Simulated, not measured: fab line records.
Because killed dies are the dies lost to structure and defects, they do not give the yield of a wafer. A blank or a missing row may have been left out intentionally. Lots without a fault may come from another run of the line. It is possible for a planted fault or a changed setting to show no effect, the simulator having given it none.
fab line records ; flow n5Finfet
record lots=6; wafers=18; lastDay=18
route steps=1938 shown MOL_CONTACT_COAG@518 PASSIVATION@1936
lots untouched by any fault: they come from a run of this same line in which no faults occurred
startH: the number of hours between the record's first day and the start of the first shown wafer of the lot ; waitH: hours since the lot's step before ; " repeats the value in the row above ; L1.1+2: a row that stands for several wafers ; - either no value or no given start ; * or withheld: withheld ; < > ~ a bound
route shown NAME@n: NAME is a module with steps in the file, n the number in the route of the first one ; usual: mean/standard deviation taken from wafers without a fault ; same: alike in all rows ; chamber/n: place in a boat ; sites: each site's reading ; _std_site: how widely they spread, as a standard deviation ; _edge_site: the outer-site mean with the inner-site mean subtracted ; radiusMm: how far each site lies from the wafer's centre ; mask NAME#n: copy n ; behind: the most recent tool/chamber to have shaped the wafer ; hold: the reason the lot was held/the length of the hold in hours/how it ended ; device: names the non-switching transistor (n, p or np) ; end of line: the tests these same wafers got at the end of their route ; for a step that has no rows: nothing shown but its recipe ; killed: the dies lost at the first sort to structure and to defects; this is not the yield of the wafer ; map: per-die view of a wafer (x killed, . not killed, _ where there is no die)
set.NAME: setting as actually run; set.NAME@STEP: the setting as run at that earlier step ; model.NAME: the simulator's own value behind a step, which no gauge read
lots at selected steps of the route; one table per step, one row per wafer
services: the hour from which a tool's chamber was out of use, counted from the record's first day as startH (under 0 if before that day), plus the number of hours and why
## steps
# step N5_MOL_CONTACT_COAG_COAT_104
# recipe resist=SiARC; tempC=220; timeS=60; spinRpm=1500; resistThkNm=12
# step N5_MOL_CONTACT_COAG_COAT_58
# recipe resist=underlayer; tempC=205; timeS=60; spinRpm=1500; resistThkNm=10
# step N5_MOL_CONTACT_COAG_COAT_02
# recipe resist=CAR-EUV; spinRpm=1500; resistThkNm=30
# step N5_MOL_CONTACT_COAG_EBR_04
# recipe solvent=PGMEA; ebrWidthMm=1.5
# step N5_MOL_CONTACT_COAG_SOFTBAKE_03
# recipe tempC=110; timeS=60; resist=CAR-EUV
# step N5_MOL_CONTACT_COAG_EXPOSE_05
# recipe maskId=CA; na=0.33; sourceShape=annular; sigmaInner=0.4; sigmaOuter=0.8; polarization=unpolarized; defocusNm=0; doseMj=38.25
# step N5_MOL_CONTACT_COAG_PEB_06
# recipe pebTempC=100; pebTimeS=60; resist=CAR-EUV
# step N5_MOL_CONTACT_COAG_DEVELOP_07
# recipe developTimeS=30; developer=TMAH; resist=CAR-EUV; rinseLiquid=surfactantRinse; dry=airSpin; devTempC=23
# step N5_MOL_CONTACT_COAG_CD_MEAS_08
# recipe targetCdNm=28; landingEnergyEv=500; detector=seInlens; polarity=opening
# usual cdNm=28.06/0.25
lot.wafer;tool;chamber;startH;waitH;cdNm
L279.2;cdSem-03;0;113.43;-;27.71
L279.3;cdSem-03;0;113.43;-;28.15
L279.5;cdSem-03;0;113.43;-;27.39
L283.2;cdSem-02;0;137.35;-;28.44
L283.3;cdSem-02;0;137.35;-;28.02
L283.5;cdSem-02;0;137.35;-;28.00
L292.3;cdSem-01;0;188.30;-;27.96
L292.5;cdSem-01;0;188.30;-;28.32
L292.6;cdSem-01;0;188.30;-;28.13
L293.1;cdSem-02;0;195.67;-;27.93
L293.4;cdSem-02;0;195.67;-;28.52
L293.6;cdSem-02;0;195.67;-;28.36
L296.2;cdSem-01;0;212.28;-;27.86
L296.5;cdSem-01;0;212.28;-;28.44
L296.6;cdSem-01;0;212.28;-;28.13
L297.2;cdSem-02;0;227.64;-;27.96
L297.5;cdSem-02;0;227.64;-;28.00
L297.6;cdSem-02;0;227.64;-;27.87
# step N5_MOL_CONTACT_COAG_OVL_MEAS_09
# recipe pointsPerWafer=522
# usual CA_OVL=-0.1/0.66
lot.wafer;tool;chamber;startH;waitH;CA_OVL[nm]
L279.2;overlay-02;0;113.47;0.0;0.0
L279.3;overlay-02;0;113.47;0.0;0.9
L279.5;overlay-02;0;113.47;0.0;-0.7
L283.2;overlay-02;0;137.38;0.0;-0.3
L283.3;overlay-02;0;137.38;0.0;-1.3
L283.5;overlay-02;0;137.38;0.0;-0.7
L292.3;overlay-01;0;188.34;0.0;0.5
L292.5;overlay-01;0;188.34;0.0;-0.2
L292.6;overlay-01;0;188.34;0.0;1.3
L293.1;overlay-02;0;195.70;0.0;0.7
L293.4;overlay-02;0;195.70;0.0;-0.5
L293.6;overlay-02;0;195.70;0.0;0.3
L296.2;overlay-02;0;212.32;0.0;-0.4
L296.5;overlay-02;0;212.32;0.0;-0.2
L296.6;overlay-02;0;212.32;0.0;-0.2
L297.2;overlay-01;0;227.67;0.0;0.5
L297.5;overlay-01;0;227.67;0.0;1.1
L297.6;overlay-01;0;227.67;0.0;1.2
# step N5_MOL_CONTACT_COAG_INSPECT_10
# recipe mode=adi; inspectInstrument=brightfield
# usual rawDefectCount=73/33
lot.wafer;tool;chamber;startH;waitH;rawDefectCount
L279.2;defectInspect-01;-;113.52;0.0;53
L279.3;defectInspect-01;-;113.52;0.0;51
L279.5;defectInspect-01;-;113.52;0.0;25
L283.2;defectInspect-01;-;137.43;0.0;64
L283.3;defectInspect-01;-;137.43;0.0;56
L283.5;defectInspect-01;-;137.43;0.0;63
L292.3;defectInspect-01;-;188.39;0.0;133
L292.5;defectInspect-01;-;188.39;0.0;115
L292.6;defectInspect-01;-;188.39;0.0;133
L293.1;defectInspect-01;-;195.76;0.1;43
L293.4;defectInspect-01;-;195.76;0.1;67
L293.6;defectInspect-01;-;195.76;0.1;45
L296.2;defectInspect-02;-;212.37;0.0;167
L296.5;defectInspect-02;-;212.37;0.0;118
L296.6;defectInspect-02;-;212.37;0.0;91
L297.2;defectInspect-02;-;227.72;0.0;41
L297.5;defectInspect-02;-;227.72;0.0;55
L297.6;defectInspect-02;-;227.72;0.0;41
# step N5_MOL_CONTACT_COAG_DESCUM_13
# recipe chemistry=O2; timeS=7; sourcePowerW=50; biasPowerW=20; pressureMtorr=20; rfFrequencyHz=2.712e+07; tempC=40; resist=CAR-EUV; o2FlowSccm=225
# usual drypumpMotorCurrentA=5.7/0.36; oesProductAu=0.83/0.097; rfVppV=243.2/1.7; showerheadPlenumPTorr=2.10/0.096; throttleValvePct=20.45/0.22
lot.wafer;tool;chamber;startH;waitH;drypumpMotorCurrentA;oesProductAu;rfHoursCounterH;rfVppV;showerheadPlenumPTorr;throttleValvePct
L279.2;rieDiel-05;2;113.56;0.0;5.6;0.89;29;245.7;2.24;20.40
L279.3;rieDiel-05;0;113.56;0.0;5.6;0.81;93;241.1;1.95;20.78
L279.5;rieDiel-05;3;113.56;0.0;5.5;0.71;-;244.6;2.16;20.60
L283.2;rieDiel-01;3;137.73;0.3;6.5;0.91;16;243.7;2.24;20.66
L283.3;rieDiel-01;0;137.73;0.3;5.6;0.93;7;242.9;2.04;20.23
L283.5;rieDiel-01;1;137.73;0.3;5.8;0.90;-;242.0;2.07;20.38
L292.3;rieDiel-05;0;188.42;0.0;5.5;0.79;120;239.8;1.94;20.81
L292.5;rieDiel-05;3;188.42;0.0;5.5;0.68;-;244.5;2.15;20.65
L292.6;rieDiel-05;0;188.42;0.0;5.5;0.78;-;240.4;1.94;20.81
L293.1;rieDiel-05;1;195.88;0.1;5.6;0.91;16;240.1;2.04;20.22
L293.4;rieDiel-05;2;195.88;0.1;5.6;0.84;-;244.3;2.23;20.44
L293.6;rieDiel-05;1;195.88;0.1;5.6;0.91;-;244.0;2.04;20.24
L296.2;rieDiel-03;0;212.40;0.0;5.7;0.93;11;245.9;2.22;20.00
L296.5;rieDiel-03;3;212.40;0.0;6.4;0.70;-;242.4;2.09;20.37
L296.6;rieDiel-03;1;212.40;0.0;5.4;0.86;-;246.5;2.20;20.44
L297.2;rieDiel-01;2;227.76;0.0;5.1;0.91;23;243.2;2.03;20.03
L297.5;rieDiel-01;2;227.76;0.0;5.1;0.91;-;242.4;2.03;20.02
L297.6;rieDiel-01;3;227.76;0.0;6.4;0.86;-;245.0;2.23;20.73
# step N5_MOL_CONTACT_COAG_ETCH_59
# recipe chemistry=N2/H2; target=underlayer; targetDepthA=130; maskMaterial=CAR-EUV; timeS=10.4; ionEnergyEv=200; pressureMtorr=30; sourceW=840; biasW=150; n2FlowSccm=200; h2FlowSccm=200; ends=cleared
# usual drypumpMotorCurrentA=5.7/0.36; etchRfOnTimeS=10.3/0.32; oesProductAu=0.71/0.084; rfVppV=524/3.4; showerheadPlenumPTorr=2.55/0.11; throttleValvePct=17.86/0.24
lot.wafer;tool;chamber;startH;waitH;drypumpMotorCurrentA;etchRfOnTimeS;oesProductAu;rfHoursCounterH;rfVppV;showerheadPlenumPTorr;throttleValvePct
L279.2;rieDiel-05;2;113.59;0.0;5.7;10.5;0.76;29;528;2.68;17.60
L279.3;rieDiel-05;0;113.59;0.0;5.5;10.4;0.69;93;519;2.37;18.22
L279.5;rieDiel-05;3;113.59;0.0;5.5;10.0;0.62;-;526;2.63;18.07
L283.2;rieDiel-01;3;137.77;0.0;6.4;9.8;0.81;16;527;2.70;17.85
L283.3;rieDiel-01;0;137.77;0.0;5.7;10.5;0.79;7;522;2.50;17.78
L283.5;rieDiel-01;1;137.77;0.0;5.8;9.8;0.79;-;522;2.50;17.83
L292.3;rieDiel-05;0;188.46;0.0;5.6;10.6;0.66;120;519;2.36;18.25
L292.5;rieDiel-05;3;188.46;0.0;5.5;15.0;0.49;-;524;2.62;18.06
L292.6;rieDiel-05;0;188.46;0.0;5.6;10.6;0.66;-;518;2.36;18.26
L293.1;rieDiel-05;1;195.91;0.0;5.6;15.7;0.63;16;522;2.50;17.75
L293.4;rieDiel-05;2;195.91;0.0;5.6;15.4;0.59;-;528;2.67;17.62
L293.6;rieDiel-05;1;195.91;0.0;5.6;10.7;0.77;-;523;2.50;17.78
L296.2;rieDiel-03;0;212.44;0.0;5.7;10.3;0.80;11;528;2.71;17.52
L296.5;rieDiel-03;3;212.44;0.0;6.5;10.2;0.61;-;522;2.50;17.55
L296.6;rieDiel-03;1;212.44;0.0;5.5;9.9;0.74;-;529;2.71;18.04
L297.2;rieDiel-01;2;227.79;0.0;5.1;10.1;0.79;23;521;2.47;17.35
L297.5;rieDiel-01;2;227.79;0.0;5.1;10.0;0.78;-;522;2.47;17.34
L297.6;rieDiel-01;3;227.79;0.0;6.5;9.8;0.76;-;528;2.69;17.90
# step N5_MOL_CONTACT_COAG_ETCH_105
# recipe chemistry=CF4; target=SiARC; targetDepthA=156; maskMaterial=CAR-EUV; timeS=26; ionEnergyEv=80; pressureMtorr=40; sourceW=545; biasW=36; Ar_flow_sccm=100; cf4FlowSccm=100; ends=cleared
# usual drypumpMotorCurrentA=5.7/0.36; etchRfOnTimeS=25.8/0.7; oesProductAu=0.71/0.084; rfVppV=184.2/1.3; showerheadPlenumPTorr=2.15/0.095; throttleValvePct=15.60/0.22
lot.wafer;tool;chamber;startH;waitH;drypumpMotorCurrentA;etchRfOnTimeS;oesProductAu;rfHoursCounterH;rfVppV;showerheadPlenumPTorr;throttleValvePct
L279.2;rieDiel-05;2;113.61;0.0;5.6;26.1;0.76;29;185.3;2.26;15.41
L279.3;rieDiel-05;0;113.61;0.0;5.6;25.8;0.69;93;183.4;1.98;15.80
L279.5;rieDiel-05;3;113.61;0.0;5.5;25.1;0.61;-;184.6;2.21;15.93
L283.2;rieDiel-01;3;137.79;0.0;6.5;25.0;0.79;16;185.2;2.30;15.78
L283.3;rieDiel-01;0;137.79;0.0;5.6;26.5;0.79;7;184.3;2.10;15.44
L283.5;rieDiel-01;1;137.79;0.0;5.8;24.8;0.79;-;184.2;2.10;15.38
L292.3;rieDiel-05;0;188.48;0.0;5.5;26.2;0.67;120;180.8;1.97;15.85
L292.5;rieDiel-05;3;188.48;0.0;5.5;25.3;0.60;-;184.5;2.20;15.98
L292.6;rieDiel-05;0;188.48;0.0;5.6;26.0;0.66;-;182.3;1.97;15.86
L293.1;rieDiel-05;1;195.93;0.0;5.5;26.7;0.77;16;184.1;2.11;15.47
L293.4;rieDiel-05;2;195.93;0.0;5.6;26.3;0.71;-;185.9;2.25;15.45
L293.6;rieDiel-05;1;195.93;0.0;5.6;26.4;0.77;-;184.8;2.11;15.47
L296.2;rieDiel-03;0;212.46;0.0;5.6;25.3;0.81;11;187.8;2.28;15.25
L296.5;rieDiel-03;3;212.46;0.0;6.5;25.7;0.60;-;184.1;2.12;15.51
L296.6;rieDiel-03;1;212.46;0.0;5.5;25.1;0.75;-;185.2;2.25;15.54
L297.2;rieDiel-01;2;227.81;0.0;5.1;25.3;0.79;23;183.9;2.09;15.27
L297.5;rieDiel-01;2;227.81;0.0;5.1;25.5;0.78;-;183.2;2.09;15.27
L297.6;rieDiel-01;3;227.81;0.0;6.5;24.6;0.75;-;185.4;2.28;15.86
# step N5_PASSIVATION_PROBE_49
# usual killed_at_M0_to_M3=33/11; killed_at_M4_up=14/5; killedAtContacts=11/7.3; killedAtFrontEnd=43/12; killedAtOther=4/3.1; killedDies=106/17; killedOpen=69/13; killedShort=34/8.7
# same grossDies=1180; killedAtBackSide=0
lot.wafer;tool;chamber;startH;waitH;killed_at_M0_to_M3;killed_at_M4_up;killedAtContacts;killedAtFrontEnd;killedAtOther;killedDies;killedOpen;killedShort
L279.2;prober-01;-;336.61;0.1;37;15;15;47;2;116;80;36
L279.3;prober-01;-;336.66;0.1;33;9;13;55;7;117;69;42
L279.5;prober-01;-;336.76;0.2;35;8;15;48;3;109;84;24
L283.2;prober-01;-;357.81;0.1;46;8;5;44;8;111;72;39
L283.3;prober-01;-;357.86;0.1;39;19;3;34;9;104;60;38
L283.5;prober-01;-;357.96;0.2;38;13;6;50;6;113;55;53
L293.1;prober-01;-;424.94;0.0;26;18;15;40;0;99;71;24
L293.4;prober-01;-;425.09;0.2;19;7;17;36;2;81;57;24
L293.6;prober-01;-;425.19;0.3;24;14;26;41;3;108;68;40
# killed by level:class
L279.2 FIN_SAQP:geometricParticle:short=14 BEOL_M3:geometricParticle:open=12 MOL_CONTACT_COAG:geometricParticle:open=11 BEOL_M1:geometricParticle:open=10 BEOL_M5:geometricParticle:open=7 DUMMY_GATE:geometricParticle:open=6 BEOL_M0_SAQP:geometricParticle:open=6 FIN_SAQP:geometricParticle:open=5
L279.3 STI_FIN_REVEAL:geometricParticle:open=19 FIN_SAQP:geometricParticle:short=10 MOL_CONTACT_COAG:geometricParticle:open=10 BEOL_M0_SAQP:geometricParticle:short=6 BEOL_M2:geometricParticle:open=6 BEOL_M1:geometricParticle:open=5 HKMG_FIN:areaEtch=5 DUMMY_GATE:geometricParticle:open=4
L279.5 STI_FIN_REVEAL:geometricParticle:open=16 MOL_CONTACT_COAG:geometricParticle:open=15 FIN_SAQP:geometricParticle:open=13 BEOL_M3:geometricParticle:open=8 BEOL_M0_SAQP:geometricParticle:short=7 FIN_SAQP:geometricParticle:short=6 BEOL_M1:geometricParticle:open=5 BEOL_M0_SAQP:geometricParticle:open=5
L283.2 FIN_SAQP:geometricParticle:open=13 BEOL_M0_SAQP:geometricParticle:short=11 BEOL_M0:geometricParticle:open=11 FIN_SAQP:geometricParticle:short=10 BEOL_M2:geometricParticle:open=9 BEOL_M0_SAQP:geometricParticle:open=7 BEOL_M5:geometricParticle:open=5 PAD_METAL:geometricParticle:open=5
L283.3 BEOL_M0_SAQP:geometricParticle:short=9 FIN_SAQP:geometricParticle:short=8 BEOL_M0_SAQP:geometricParticle:open=8 BEOL_M4:geometricParticle:open=8 BEOL_M1:geometricParticle:open=7 STI_FIN_REVEAL:geometricParticle:open=6 HKMG_FIN:areaEtch=5 BEOL_M1:geometricParticle:short=4
L283.5 BEOL_M0_SAQP:geometricParticle:short=15 FIN_SAQP:geometricParticle:open=8 BEOL_M1:geometricParticle:open=8 FIN_SAQP:geometricParticle:short=7 BEOL_M4:geometricParticle:open=7 ILD0:geometricParticle:short=6 HKMG_FIN:areaEtch=5 DUMMY_GATE:geometricParticle:open=4
L293.1 BEOL_M2:geometricParticle:open=14 MOL_CONTACT_COAG:geometricParticle:open=13 STI_FIN_REVEAL:geometricParticle:open=10 FIN_SAQP:geometricParticle:open=6 DUMMY_GATE:geometricParticle:open=5 BEOL_M4:geometricParticle:open=4 BEOL_M5:geometricParticle:open=4 STI_FIN_REVEAL:geometricParticle:short=3
L293.4 MOL_CONTACT_COAG:geometricParticle:open=15 FIN_SAQP:geometricParticle:short=9 BEOL_M2:geometricParticle:open=8 FIN_SAQP:geometricParticle:open=7 STI_FIN_REVEAL:geometricParticle:open=6 GATE_CUT:geometricParticle:open=3 BEOL_M0_SAQP:geometricParticle:open=3 BEOL_M3:geometricParticle:short=3
L293.6 MOL_CONTACT_COAG:geometricParticle:open=22 FIN_SAQP:geometricParticle:short=11 BEOL_M0_SAQP:geometricParticle:open=9 BEOL_M5:geometricParticle:short=5 STARTING-WAFER:geometricParticle:open=5 STI_FIN_REVEAL:geometricParticle:open=5 DUMMY_GATE:geometricParticle:open=5 BEOL_M4:geometricParticle:open=5
## services
tool;chamber;startH;hours;kind
rieDiel-01;0;102.87;-;clean
rieDiel-01;0;102.87;-;consumableReplace:focusRing
rieDiel-01;0;102.87;18.1;scheduledDown
rieDiel-01;0;102.87;18.1;ventCycle
rieDiel-01;2;121.01;-;clean
rieDiel-01;2;121.01;-;consumableReplace:focusRing
rieDiel-01;2;121.01;16.8;scheduledDown
rieDiel-01;2;121.01;16.8;ventCycle
rieDiel-05;1;129.37;-;clean
rieDiel-05;1;129.37;-;consumableReplace:focusRing
rieDiel-05;1;129.37;22.9;scheduledDown
rieDiel-05;1;129.37;22.9;ventCycle
rieDiel-03;0;138.30;-;clean
rieDiel-03;0;138.30;-;consumableReplace:focusRing
rieDiel-03;0;138.30;-;consumableReplace:showerhead
rieDiel-03;0;138.30;41.9;scheduledDown
rieDiel-03;2;165.53;5.8;repair
rieDiel-05;0;191.10;10.4;repair
rieDiel-01;2;193.46;18.9;repair
rieDiel-03;2;206.92;7.6;repair
rieDiel-05;3;208.59;-;clean
rieDiel-05;3;208.59;-;consumableReplace:focusRing
rieDiel-05;3;208.59;21.5;scheduledDown
rieDiel-05;3;208.59;21.5;ventCycle
## key
firstSign step=N5_MOL_CONTACT_COAG_ETCH_59; reading=etchRfOnTimeS; direction=up; sigmas=16; usual=*; struck=*
effect none on later readings
metAt N5_MOL_CONTACT_COAG_ETCH_59
struckWafers L292.5,L293.1,L293.4
testerLeftOut L292,L293
onsetBetween 113.59 188.46
fault kind=processParameterDrift; tool=rieDiel-05; chamber=-; onsetH=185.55; steps=N5_MOL_CONTACT_COAG_ETCH_59; channel=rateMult; offset=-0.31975; shape=step; endH=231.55; scope=struckWafersOnly
# testerLeftOut: of these lots the tester's yield and bins aren't shown, on N5 and GAA mostly nor the transistor test; their killed dies are dies lost to structure and defects alone, not to doping, threshold or leakage, so they don't give the yield
